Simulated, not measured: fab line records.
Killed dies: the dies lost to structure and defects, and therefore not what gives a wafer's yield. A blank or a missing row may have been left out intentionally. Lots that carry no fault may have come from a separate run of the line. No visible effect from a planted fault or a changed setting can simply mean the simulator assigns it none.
Split-lot study -- flow n5 finfet -- 21 wafers read across 7 lots, on a route 1938 steps long

== THE SPLIT ==
At N5_FIN_SAQP_SPACER1_ALD_24 (deposits SiO2, target thk 20.3 nm, pulse time 1 s, purge time 2 s), the setting ald cycles was moved away from the recipe's 218 on 6 of the 21 wafers read, by -8.7% to +10.6%. For the rest of the wafers, this setting stayed at what the recipe calls for.

== FROM THE SPLIT TO THE READING: what the file shows between them, 2 steps ==
- N5_FIN_SAQP_SPACER1_ETCHBACK_25: etches SiO2 in CHF3/O2, target depth 24.4 nm, time 12.2 s
- N5_FIN_SAQP_MANDREL1_REMOVE_56: chemistry HBr/Cl2/O2, target a-Si, stops on SiNx, bt time 10 s

== THE READING ==
Shown in nm: cd nm at N5_FIN_SAQP_CD_MEAS_27, with target cd 20 nm. Fault-free wafers of this fab line usually give 20.29 nm, standard deviation 0.23 nm.

wafer,"tool, chamber at the split",ald cycles as run,against the recipe,"cd nm, nm",against lot-mates on the recipe
L074.3,"ald sin-02, 3",218,recipe,20.34,-
L074.4,"ald sin-02, 0,3",238,+9.2%,22.40,+2.06
L074.6,"ald sin-02, 0,3",238,+9.2%,22.01,+1.67
L076.2,"ald sin-01, 1",235,+7.8%,21.99,+1.44
L076.3,"ald sin-01, 2",218,recipe,20.52,-
L076.6,"ald sin-01, 2",218,recipe,20.58,-
L077.2,"ald sin-03, 1",234,+7.3%,21.79,+1.31
L077.3,"ald sin-03, 2,0",218,recipe,20.15,-
L077.4,"ald sin-03, 2,0",218,recipe,20.80,-
L078.1,"ald sin-01, 1,3",218,recipe,19.91,-
L078.2,"ald sin-01, 3",218,recipe,20.56,-
L078.5,"ald sin-01, 1,3",218,recipe,20.13,-
L079.1,"ald sin-01, 0",218,recipe,20.29,-
L079.3,"ald sin-01, 1",241,+10.6%,22.29,+1.88
L079.5,"ald sin-01, 0",218,recipe,20.54,-
L096.1,"ald sin-03, 2,1",218,recipe,20.39,-
L096.3,"ald sin-03, 2,1",218,recipe,19.96,-
L096.6,"ald sin-03, 3",199,-8.7%,18.19,-1.98
L097.1,"ald sin-03, 3,1",218,recipe,19.97,-
L097.2,"ald sin-03, 3,1",218,recipe,20.60,-
L097.6,"ald sin-03, 0",218,recipe,20.33,-
Rows listing several chambers each stand for several wafers; the file does not say which wafer went through which chamber.

FIT RESULTS
A straight line over all 21 wafers: cd nm changes by +0.209 nm for each +1% of ald cycles; r = +0.97; the points scatter about the line by 0.26 nm.
The same after taking each lot's own level away (the mean of its wafers on the recipe; 21 wafers): +0.198 nm for each +1%; r = +0.97; scatter 0.22 nm.
On that fit, the largest move of ald cycles shifts the reading by 2.1 nm.
The lots' own levels span 20.175 to 20.550 nm, that is 1.6 times the standard deviation above.
The two slopes agree, so the slope changes little with the lot-to-lot level.
Check: for one of the wafers moved furthest among these (+10.6%), held out of the fit, the line's prediction against its lot-mates is +2.12 nm. Against them it came out at +1.88 nm.

== THE OTHER SPLITS THESE WAFERS WENT THROUGH ==
Before the reading, these wafers also passed through other splits. Each is held against what the fit with the lots' levels taken away leaves over:
other split on the same wafers,wafers away from the commonest value,r with cd nm (lot level and that fit taken away)
N5_ZERO_LAYER_COAT_05 spin rpm,10,+0.10
N5_ZERO_LAYER_EXPOSE_08 dose mj,9,+0.16
N5_WELL_APT_EXPOSE_05 dose mj,6,+0.07
N5_WELL_APT_DEVELOP_07 develop time s,5,-0.30

== THE WHOLE CHAIN: every reading that the file lists as answering this split, in the file's order ==
step,what it does,reading,change (the file's fit),r (the file's)
N5_FIN_SAQP_SPACER1_ALD_24,"deposits SiO2, target thk 20.3 nm, pulse time 1 s, purge time 2 s","SiO2_of_FIN_SAQP_SPACER1_ALD_24.thk nm (the simulator's own value, which no gauge read)",+0.195 nm for each +1% of the setting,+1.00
N5_FIN_SAQP_MANDREL1_REMOVE_56,"chemistry HBr/Cl2/O2, target a-Si, stops on SiNx, bt time 10 s","FIN_SAQP.cd nm (the simulator's own value, which no gauge read)",+0.199 nm for each +1% of the setting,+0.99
N5_FIN_SAQP_CD_MEAS_27,target cd 20 nm,cd nm,+0.195 nm for each +1% of the setting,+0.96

== FILE'S OWN FIT ==
cd nm changes by +0.195 nm for each +1% of ald cycles, r = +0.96.
